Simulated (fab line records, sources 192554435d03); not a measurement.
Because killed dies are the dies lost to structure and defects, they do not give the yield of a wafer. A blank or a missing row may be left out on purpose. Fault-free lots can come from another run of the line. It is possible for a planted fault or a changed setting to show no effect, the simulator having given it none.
fab line records	flow n5_finfet
record lots=9	wafers=27	last_day=18
route steps=1938 shown BEOL_M4@1111 BEOL_M11@1568 PASSIVATION@1936
lots that met no fault: taken from a fault-free run of the same line
start_h: hours from the record's opening day to when the first of the lot's shown wafers began	wait_h: hours from the lot's prior step to this one	" identical to the entry in the row above	L1.1+2: one row covering several wafers at once	- no value, or no start given	* or withheld: withheld	< > ~ a bound
route shown NAME@n: names a module that has steps shown in the file, with the first one's number in the route	usual: the fault-free wafers' mean and standard deviation	same: alike in all rows	chamber/n: place in a boat	sites: readings site by site	_std_site: standard deviation of those values	_edge_site: outer sites' mean less inner sites'	radius_mm: how far each site lies from the wafer's centre	mask NAME#n: copy n	behind: tool/chamber where the wafer was last shaped	hold: what put the lot on hold/how long, in hours/how the hold closed	device: which transistor (n, p or np) failed to switch	end of line: at the end of the route, the tests of the same wafers	where a step has no rows: the recipe by itself	killed: dies that structure and defects cost at the first sort, which is not the same as the wafer's yield	map: the dies of a wafer, with x for killed, . for not killed, _ for no die there
set.NAME: setting as actually run; set.NAME@STEP: the setting as run at that earlier step	model.NAME: the simulator's own value behind a step, which no gauge read
the route's steps for a sample of lots (tables are steps, rows are wafers)
services: a tool's chamber out of use, with start hour (start_h, from the record's first day; less than 0 if before it), hours out, and reason
## steps
# step N5_BEOL_M4_RC_MEAS_101
# usual DIBL_N=36.5/1.8	DIBL_P=36.5/2.1	IOFF_N=0.17/0.031	IOFF_P=0.22/0.036	ION_N=677/11	ION_P=463/8	SS_N=71.6/0.61	SS_P=73.3/0.63	VT_N=249/3.1	VT_P=-250/3.3
lot.wafer	tool	chamber	start_h	wait_h	DIBL_N[mV/V]	DIBL_P[mV/V]	IOFF_N[nA/um]	IOFF_P[nA/um]	ION_N[uA/um]	ION_P[uA/um]	SS_N[mV/dec]	SS_P[mV/dec]	VT_N[mV]	VT_P[mV]
L145.4	prober-02	0	166.55	0.5	33.8	32.6	0.12	0.15	655	446	71.0	72.9	253	-257
L145.5	"	0	"	"	35.2	34.7	0.15	0.20	672	457	71.0	73.3	248	-250
L145.6	"	0	"	"	33.9	32.7	0.13	0.16	659	447	70.7	71.9	253	-255
L146.1	prober-01	0	176.20	0.0	37.0	37.2	0.18	0.21	689	466	71.7	73.5	244	-254
L146.2	"	0	"	"	34.9	34.1	0.14	0.16	662	451	70.4	72.6	251	-255
L146.6	"	0	"	"	37.0	35.9	0.17	0.19	683	453	71.9	73.4	248	-254
L155.1	prober-01	0	236.67	0.0	36.4	35.0	0.18	0.20	679	454	71.9	72.7	246	-252
L155.3	"	0	"	"	38.2	36.7	0.20	0.22	675	452	72.8	73.5	248	-250
L155.6	"	0	"	"	37.4	35.6	0.20	0.21	672	452	71.6	73.1	246	-252
L157.1	prober-01	0	243.41	0.0	36.8	35.4	0.17	0.22	663	456	71.9	73.8	250	-248
L157.4	"	0	"	"	37.6	35.9	0.19	0.24	664	454	72.6	73.5	248	-249
L157.5	"	0	"	"	34.3	33.2	0.14	0.20	667	457	71.6	72.9	250	-249
L160.3	prober-01	0	265.26	0.3	38.7	39.2	0.20	0.24	682	463	71.7	74.4	247	-250
L160.4	"	0	"	"	36.5	36.5	0.16	0.19	671	458	71.4	73.7	250	-252
L160.6	"	0	"	"	37.8	38.0	0.18	0.21	691	462	71.4	73.2	250	-254
L161.2	prober-01	0	271.61	0.2	36.3	36.7	0.15	0.20	667	456	71.2	72.9	251	-250
L161.4	"	0	"	"	35.7	34.7	0.13	0.17	663	460	70.9	72.3	252	-252
L161.6	"	0	"	"	38.1	38.7	0.18	0.23	690	463	71.9	73.2	249	-249
L163.2	prober-02	0	277.49	0.2	38.7	39.5	0.19	0.25	680	469	71.8	73.7	247	-249
L163.4	"	0	"	"	35.6	35.4	0.13	0.19	669	461	71.8	73.0	253	-252
L163.6	"	0	"	"	38.0	37.7	0.17	0.22	669	460	72.6	73.1	249	-249
L167.1	prober-02	0	312.77	0.0	36.9	37.0	0.17	0.25	673	465	71.8	73.1	247	-246
L167.2	"	0	"	"	38.9	39.9	0.21	0.29	687	476	72.7	73.8	247	-243
L167.3	"	0	"	"	35.3	35.8	0.16	0.22	683	472	71.2	72.8	250	-248
L168.2	prober-01	0	335.20	0.2	37.0	35.4	0.15	0.20	662	456	72.7	72.6	253	-251
L168.4	"	0	"	"	40.1	39.8	0.20	0.28	673	465	72.6	74.4	251	-245
L168.6	"	0	"	"	38.5	38.1	0.18	0.25	667	461	71.9	73.8	248	-247
# step N5_BEOL_M11_CD_MEAS_28
# recipe target_cd_nm=70	landing_energy_ev=500	detector=se_inlens	polarity=opening
# usual cd_nm=69.6/0.93
lot.wafer	tool	chamber	start_h	wait_h	cd_nm
L145.4	cd_sem-02	0	227.31	-	68.4
L145.5	"	0	"	"	70.6
L145.6	"	0	"	"	67.8
L146.1	cd_sem-01	0	234.88	-	70.0
L146.2	"	0	"	"	70.0
L146.6	"	0	"	"	68.6
L155.1	cd_sem-03	0	294.90	-	70.2
L155.3	"	0	"	"	70.9
L155.6	"	0	"	"	70.7
L157.1	cd_sem-02	0	307.53	-	70.3
L157.4	"	0	"	"	68.4
L157.5	"	0	"	"	69.3
L160.3	cd_sem-01	0	328.72	-	68.8
L160.4	"	0	"	"	71.5
L160.6	"	0	"	"	68.8
L161.2	cd_sem-03	0	339.51	-	67.9
L161.4	"	0	"	"	69.0
L161.6	"	0	"	"	68.6
L163.2	cd_sem-01	0	346.15	-	68.6
L163.4	"	0	"	"	70.1
L163.6	"	0	"	"	69.2
L167.1	cd_sem-01	0	370.01	-	68.9
L167.2	"	0	"	"	70.1
L167.3	"	0	"	"	69.1
L168.2	cd_sem-02	0	394.05	-	69.4
L168.4	"	0	"	"	70.7
L168.6	"	0	"	"	70.4
# step N5_BEOL_M11_DESCUM_33
# recipe chemistry=O2	time_s=7.9	source_power_w=50	bias_power_w=20	pressure_mtorr=20	rf_frequency_hz=2.712e+07	temp_c=40	resist=CAR-ArF	o2_flow_sccm=225
# usual drypump_motor_current_A=5.7/0.39	oes_product_au=0.80/0.096	rf_vpp_V=243.1/1.4	showerhead_plenum_p_Torr=2.10/0.067	throttle_valve_pct=20.39/0.22
lot.wafer	tool	chamber	start_h	wait_h	drypump_motor_current_A	oes_product_au	rf_hours_counter_h	rf_vpp_V	showerhead_plenum_p_Torr	throttle_valve_pct
L145.4	rie_diel-01	2	227.39	0.0	5.6	0.72	194	243.5	2.06	20.05
L145.5	"	2	"	"	5.6	0.71	-	241.0	2.06	20.06
L145.6	"	3	"	"	5.9	0.80	-	245.6	2.21	20.48
L146.1	rie_diel-02	3	234.97	0.0	6.4	0.66	242	244.3	2.07	20.58
L146.2	"	1	"	"	5.2	0.74	178	242.3	2.00	20.16
L146.6	"	3	"	"	6.4	0.66	-	243.4	2.07	20.57
L155.1	rie_diel-02	2	294.99	0.0	5.8	0.69	232	244.9	2.15	20.64
L155.3	"	3	"	"	6.4	0.97	3	243.4	2.06	20.23
L155.6	"	1	"	"	5.2	0.72	-	240.6	2.00	20.19
L157.1	rie_diel-06	0	307.97	0.4	5.9	0.89	36	243.5	2.06	20.42
L157.4	"	2	"	"	5.2	0.68	234	245.0	2.14	20.72
L157.5	"	1	"	"	5.5	0.92	-	241.1	2.06	20.11
L160.3	rie_diel-06	0	328.81	0.0	5.9	0.87	41	242.7	2.06	20.41
L160.4	"	2	"	"	5.2	0.68	-	242.7	2.14	20.70
L160.6	"	0	"	"	5.9	0.88	-	242.3	2.06	20.44
L161.2	rie_diel-06	0	339.59	0.0	5.9	0.87	42	242.3	2.06	20.44
L161.4	"	1	"	"	5.5	0.90	27	243.2	2.06	20.12
L161.6	"	1	"	"	5.5	0.89	-	242.7	2.06	20.12
L163.2	rie_diel-06	0	346.98	0.8	5.9	0.87	46	242.8	2.06	20.45
L163.4	"	3	"	"	5.5	0.81	91	242.2	2.11	20.23
L163.6	"	3	"	"	5.5	0.81	-	243.9	2.11	20.25
L167.1	rie_diel-01	1	370.10	0.0	6.4	0.81	80	240.8	2.03	20.31
L167.2	"	3	"	"	5.9	0.78	151	246.6	2.20	20.54
L167.3	"	0	"	"	5.4	0.75	132	243.7	2.11	20.86
L168.2	rie_diel-02	0	394.22	0.1	5.9	0.85	52	244.6	2.20	20.66
L168.4	"	0	"	"	5.9	0.85	-	245.8	2.20	20.66
L168.6	"	1	"	"	5.2	0.70	-	240.9	1.98	20.25
# step N5_BEOL_M11_CVD_75
# recipe material=Co	target_thk_a=20	temp_c=withheld	precursor=CCTBA/H2	pressure_torr=30	time_s=138.9
# usual chamber_pressure_Torr=30.01/0.07	run_length_s=161.7/0.48
lot.wafer	tool	chamber	start_h	wait_h	chamber_pressure_Torr	run_length_s
L145.4	cvd_co-02	2	229.62	0.3	30.01	161.9
L145.5	"	1	"	"	30.06	162.0
L145.6	"	0	"	"	29.99	161.7
L146.1	cvd_co-02	1	236.53	0.0	30.20	162.2
L146.2	"	2	"	"	29.96	162.2
L146.6	"	2	"	"	29.97	161.6
L155.1	cvd_co-02	2	296.68	0.0	29.92	161.7
L155.3	"	1	"	"	29.96	161.6
L155.6	"	2	"	"	29.97	161.6
L157.1	cvd_co-01	0	309.80	0.2	29.97	161.3
L157.4	"	0	"	"	29.92	161.4
L157.5	"	1	"	"	29.97	161.6
L160.3	cvd_co-02	2	331.06	0.3	-	-
L160.4	"	1	"	"	-	-
L160.6	"	2	"	"	-	-
L161.2	cvd_co-01	2	341.73	0.3	-	-
L161.4	"	0	"	"	-	-
L161.6	"	2	"	"	-	-
L163.2	cvd_co-02	0	350.23	0.1	29.97	161.6
L163.4	"	0	"	"	29.98	161.5
L163.6	"	2	"	"	30.02	161.9
L167.1	cvd_co-02	2	371.94	0.1	30.04	161.9
L167.2	"	1	"	"	30.09	161.8
L167.3	"	2	"	"	30.05	162.3
L168.2	cvd_co-02	1	395.97	0.1	30.01	161.7
L168.4	"	0	"	"	30.06	162.1
L168.6	"	1	"	"	29.96	162.2
# step N5_BEOL_M11_ANNEAL_51
# recipe temp_c=225	time_s=90	ambient=N2
# usual wafer_temp_C_max=226.1/0.34
lot.wafer	tool	chamber	start_h	wait_h	wafer_temp_C_max
L145.4	rtp_anneal-01	0	230.13	0.2	225.6
L145.5	"	0	"	"	225.8
L145.6	"	0	"	"	226.0
L146.1	rtp_anneal-01	0	236.95	0.1	225.9
L146.2	"	0	"	"	225.7
L146.6	"	0	"	"	225.7
L155.1	rtp_anneal-01	0	297.29	0.3	225.8
L155.3	"	0	"	"	225.8
L155.6	"	0	"	"	225.7
L157.1	rtp_anneal-01	0	311.50	0.2	226.1
L157.4	"	0	"	"	226.0
L157.5	"	0	"	"	226.2
L160.3	rtp_anneal-01	0	331.70	0.3	226.2
L160.4	"	0	"	"	226.1
L160.6	"	0	"	"	226.1
L161.2	rtp_anneal-01	0	342.19	0.1	226.0
L161.4	"	0	"	"	225.8
L161.6	"	0	"	"	226.1
L163.2	rtp_anneal-02	0	350.70	0.1	227.0
L163.4	"	0	"	"	225.8
L163.6	"	0	"	"	226.0
L167.1	rtp_anneal-01	0	372.46	0.1	225.8
L167.2	"	0	"	"	225.9
L167.3	"	0	"	"	226.7
L168.2	rtp_anneal-01	0	396.66	0.4	225.8
L168.4	"	0	"	"	226.2
L168.6	"	0	"	"	226.0
# step N5_BEOL_M11_CMP_52
# recipe stop_on=SiCOH_lowk	t_overpolish_s=7	down_force_psi=1	platen_rpm=50	clearing_platen_down_force_psi=1.5	clearing_platen_rpm=50	post_cmp_clean=cu_alkaline	target_thk_nm=140	clearing_platen_pad_velocity_m_s=0.99484	pad_velocity_m_s=0.99484
# usual barrier_field_endpoint_s=29.2/0.8	clearing_platen_rpm=50.002/0.025	edge_zone_pressure_frac=1.001/0.0054	motor_current_A=5.8/0.53
lot.wafer	tool	chamber	start_h	wait_h	barrier_field_endpoint_s	clearing_platen_rpm	edge_zone_pressure_frac	motor_current_A
L145.4	cmp-04	0	230.37	0.2	28.7	49.953	1.002	5.2
L145.5	"	2	"	"	28.2	49.942	0.999	4.7
L145.6	"	3	"	"	30.3	50.022	1.004	6.7
L146.2	cmp-04	1	237.24	0.2	28.4	49.952	0.989	5.2
L146.1	"	3	"	"	29.9	49.991	0.996	6.9
L146.6	"	2	"	"	28.5	49.992	0.999	4.7
L155.1	cmp-04	0	297.94	0.6	28.6	49.961	1.004	5.0
L155.3	"	2	"	"	28.2	50.019	1.001	4.8
L155.6	"	1	"	"	29.5	50.018	0.996	5.5
L157.4	cmp-03	0	311.80	0.1	29.1	49.970	0.999	5.8
L157.1	"	3	"	"	28.5	50.023	1.002	6.1
L157.5	"	0	"	"	29.8	49.959	1.003	5.8
L160.3	cmp-03	1	331.91	0.2	26.4	50.004	1.005	6.3
L160.4	"	2	"	"	26.9	49.993	0.992	6.0
L160.6	"	1	"	"	27.7	50.036	1.004	6.1
L161.4	cmp-03	2	342.60	0.3	25.6	49.978	1.005	6.1
L161.2	"	1	"	"	26.3	49.997	1.004	6.0
L161.6	"	3	"	"	26.7	49.983	0.996	6.0
L163.4	cmp-04	0	351.01	0.2	28.9	49.999	1.000	5.2
L163.2	"	1	"	"	28.4	49.991	1.005	5.4
L163.6	"	0	"	"	28.3	49.999	1.004	5.1
L167.3	cmp-02	3	372.80	0.2	28.6	50.012	0.997	5.8
L167.2	"	0	"	"	28.9	50.011	1.004	5.4
L167.1	"	1	"	"	29.3	50.030	1.002	6.6
L168.4	cmp-02	0	396.99	0.2	30.3	50.040	0.998	5.5
L168.2	"	1	"	"	28.9	50.015	1.002	6.0
L168.6	"	2	"	"	29.0	50.003	0.999	6.2
# step N5_PASSIVATION_PROBE_49
# usual defect_limited_yield=91.4/1.5	killed_at_M0_to_M3=35/11	killed_at_M4_up=16/7	killed_at_contacts=11/5.3	killed_at_front_end=37/11	killed_at_other=3.1/2.8	killed_dies=102/18	killed_on_rim=13/3.7	killed_open=69/15	killed_short=31/7.8	sort_bin_5_function=5.1/1.1	sort_bin_6_memory=3.2/0.69	sort_n_pass=1078/18	sort_yield_pct=91.4/1.5
# same gross_dies=1180	killed_at_back_side=0	sort_bin_4_leakage[%]=0	sort_bin_8_speed[%]=0
lot.wafer	tool	chamber	start_h	wait_h	defect_limited_yield[%]	killed_at_M0_to_M3	killed_at_M4_up	killed_at_contacts	killed_at_front_end	killed_at_other	killed_dies	killed_on_rim	killed_open	killed_short	sort_bin_5_function[%]	sort_bin_6_memory[%]	sort_n_pass	sort_yield_pct[%]
L157.5	prober-02	-	352.84	0.2	91.9	15	17	8	52	3	95	8	68	22	4.6	3.1	1085	91.9
L160.3	prober-01	-	373.73	0.1	24.5	35	811	10	22	13	891	71	61	35	62.2	12.9	289	24.5
L160.4	prober-01	-	373.78	0.2	24.6	45	793	15	32	5	890	75	64	40	62.3	12.8	290	24.6
L160.6	prober-01	-	373.88	0.3	26.6	39	788	9	27	3	866	81	57	29	60.3	12.9	314	26.6
L161.2	prober-02	-	380.70	0.1	26.5	24	805	3	33	2	867	145	49	24	61.7	11.5	313	26.5
L161.4	prober-02	-	380.80	0.2	26.4	32	796	1	36	3	868	144	61	26	60.7	12.7	312	26.4
L161.6	prober-02	-	380.90	0.3	24.8	28	818	6	32	3	887	145	62	23	63.3	11.7	293	24.8
L163.2	prober-01	-	390.83	0.1	91.3	44	11	11	33	4	103	15	71	32	4.7	3.6	1077	91.3
L163.4	prober-01	-	390.93	0.2	93.9	27	10	9	19	7	72	13	52	20	4.2	1.4	1108	93.9
L163.6	prober-01	-	391.03	0.3	92.7	16	17	17	34	2	86	15	57	28	4.2	3.0	1094	92.7
# killed by level:class
L157.5 FIN_SAQP:geometric_particle:open=11 GATE_CUT:geometric_particle:open=11 FIN_SAQP:geometric_particle:short=8 STI_FIN_REVEAL:geometric_particle:open=7 MOL_CONTACT_COAG:geometric_particle:open=7 BEOL_M3:geometric_particle:open=6 DUMMY_GATE:geometric_particle:open=5 BEOL_M4:geometric_particle:open=4
L160.3 BEOL_M11:area_cvd=464 BEOL_M11:interface_void_opened=331 BEOL_M2:geometric_particle:open=9 MOL_CONTACT_COAG:geometric_particle:open=8 BEOL_M3:geometric_particle:open=8 BEOL_M4:geometric_particle:open=5 STI_FIN_REVEAL:geometric_particle:open=4 DUMMY_GATE:geometric_particle:open=4
L160.4 BEOL_M11:area_cvd=437 BEOL_M11:interface_void_opened=349 MOL_CONTACT_COAG:geometric_particle:open=15 BEOL_M0_SAQP:geometric_particle:short=10 BEOL_M2:geometric_particle:open=10 GATE_CUT:geometric_particle:short=9 BEOL_M3:geometric_particle:open=9 BEOL_M2:geometric_particle:short=6
L160.6 BEOL_M11:area_cvd=435 BEOL_M11:interface_void_opened=342 BEOL_M3:geometric_particle:open=9 BEOL_M2:geometric_particle:open=8 MOL_CONTACT_COAG:geometric_particle:open=7 BEOL_M0_SAQP:geometric_particle:open=6 BEOL_M1:geometric_particle:open=5 FIN_SAQP:geometric_particle:open=4
L161.2 BEOL_M11:area_cvd=440 BEOL_M11:interface_void_opened=354 FIN_SAQP:geometric_particle:open=12 BEOL_M3:geometric_particle:open=6 FIN_SAQP:geometric_particle:short=5 BEOL_M2:geometric_particle:open=5 BEOL_M4:geometric_particle:open=5 BEOL_M1:geometric_particle:open=4
L161.4 BEOL_M11:area_cvd=426 BEOL_M11:interface_void_opened=354 FIN_SAQP:geometric_particle:open=13 BEOL_M4:geometric_particle:open=9 STI_FIN_REVEAL:geometric_particle:open=7 FIN_SAQP:geometric_particle:short=6 BEOL_M2:geometric_particle:short=6 BEOL_M1:geometric_particle:open=5
L161.6 BEOL_M11:area_cvd=459 BEOL_M11:interface_void_opened=343 BEOL_M4:geometric_particle:open=13 BEOL_M3:geometric_particle:open=11 DUMMY_GATE:geometric_particle:open=9 FIN_SAQP:geometric_particle:short=8 FIN_SAQP:geometric_particle:open=6 BEOL_M1:geometric_particle:open=4
L163.2 STI_FIN_REVEAL:geometric_particle:open=11 BEOL_M0_SAQP:geometric_particle:short=11 MOL_CONTACT_COAG:geometric_particle:open=10 BEOL_M2:geometric_particle:open=9 BEOL_M0_SAQP:geometric_particle:open=8 BEOL_M3:geometric_particle:open=6 FIN_SAQP:geometric_particle:short=5 BEOL_M4:geometric_particle:open=5
L163.4 MOL_CONTACT_COAG:geometric_particle:open=8 BEOL_M0_SAQP:geometric_particle:open=7 BEOL_M4:geometric_particle:open=7 BEOL_M2:geometric_particle:open=5 BEOL_M0:geometric_particle:open=4 BEOL_M3:geometric_particle:open=4 FIN_SAQP:geometric_particle:open=3 FIN_SAQP:geometric_particle:short=3
L163.6 MOL_CONTACT_COAG:geometric_particle:open=12 FIN_SAQP:geometric_particle:short=6 STI_FIN_REVEAL:geometric_particle:open=6 FIN_SAQP:geometric_particle:open=5 DUMMY_GATE:geometric_particle:open=5 MOL_CONTACT_COAG:geometric_particle:short=5 BEOL_M4:geometric_particle:open=5 BEOL_M0_SAQP:geometric_particle:short=4
## services
tool	chamber	start_h	hours	kind
cvd_co-02	-	206.61	6.0	pm
cmp-04	-	207.03	0.2	repair
cmp-03	-	227.02	1.6	repair
cmp-04	-	242.01	0.8	repair
cmp-04	-	243.86	0.6	repair
cmp-04	-	247.10	2.6	repair
rie_diel-06	1	250.77	15.2	repair
cmp-04	-	260.68	1.5	repair
cmp-04	-	284.24	1.4	repair
cmp-04	-	286.17	0.3	repair
cmp-03	-	297.55	4.0	pm
cmp-04	-	301.55	3.6	pm
cmp-04	-	305.61	1.6	repair
cmp-03	-	316.37	1.2	repair
cmp-04	-	323.87	5.7	repair
rie_diel-06	1	324.83	6.5	repair
rie_diel-06	0	329.54	6.8	repair
cmp-03	-	333.87	1.7	repair
rie_diel-02	3	337.71	39.6	repair
rie_diel-06	1	347.24	8.0	repair
cvd_co-02	0	367.36	12.7	repair
cvd_co-02	-	377.25	0.7	repair
cmp-04	-	390.44	2.6	repair
rie_diel-06	2	390.90	3.9	repair
## key
first_sign step=N5_BEOL_M11_CVD_75	reading=tool_record	direction=missing
effect step=N5_BEOL_M11_CMP_52	reading=barrier_field_endpoint_s	direction=down	sigmas=3.2	usual=29.2	struck=26.6
effect step=N5_PASSIVATION_PROBE_49	reading=killed_at_M4_up	direction=up	sigmas=99+	usual=16	struck=802
more_kills_born_at N5_BEOL_M11_CVD_75@cvd_co-02=1336	N5_BEOL_M11_CVD_75@cvd_co-01=1325
met_at N5_BEOL_M11_CVD_75
struck_lots L160,L161
later_rows_left_out L160.3,L160.4,L160.6,L161.2,L161.4,L161.6
not_acting_at N5_BEOL_M11_CD_MEAS_28,N5_BEOL_M11_DESCUM_33,N5_BEOL_M11_ANNEAL_51
onset_between 309.80 331.06
fault kind=skipped_step_whole	tool=cvd_co-01,cvd_co-02	chamber=-	onset_h=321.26	steps=N5_BEOL_M11_CVD_75	scope=struck_lots_only
# later_rows_left_out: the simulator's readings of these wafers behind a module that went badly wrong aren't trusted and aren't shown, but for the sort
